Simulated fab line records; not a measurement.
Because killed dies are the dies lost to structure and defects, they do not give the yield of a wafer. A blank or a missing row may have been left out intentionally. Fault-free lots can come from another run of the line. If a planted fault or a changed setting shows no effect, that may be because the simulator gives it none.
Matching of chambers ; flow n5 finfet ; 4 sister chambers for N5_HKMG_FIN_ALD_91 on ald metal-03
The step deposits TiN, target thk 1 nm, pulse time 1 s, purge time 3 s. 7 wafers are shown with their chamber, then 6 later ones without.

== EACH WAFER AND ITS CHAMBER ==
wafer;chamber;heater power w (W);heater power outer w (W)
L861.4;0;876;560
L866.3;1;1035;635
L866.4;3;745;488
L868.3;1;1044;638
L868.6;2;955;547
L870.2;2;950;552
L870.4;3;765;487

== WAFERS WITH NO CHAMBER GIVEN ==
wafer;heater power w (W);heater power outer w (W)
L870.6;733;499
L882.4;1012;635
L882.5;1035;642
L882.6;880;547
L883.2;1018;644
L883.4;882;566

== CHAMBER TAKEN BY EACH ==
wafer;from the rows above;in truth
L870.6;3;3
L882.4;1;1
L882.5;1;1
L882.6;0;0
L883.2;1;1
L883.4;0;0
Correctly placed: 6 of 6. From these rows, 0 cannot be placed. Wrongly placed: 0.
How it was worked out, from the rows above alone: a wafer's distance from a chamber is the root of the sum, over the readings, of the square of ((its reading less the chamber's mean) divided by the reading's scatter). If the next closest chamber is less than 2 further off than the closest, the wafer can't be placed; otherwise it belongs to the closest. The mean given for a chamber averages the wafers shown for that chamber. The scatter: the root of (the sum of the squares of (reading less its chamber's mean) over the shown wafers, divided by (wafers less chambers)).
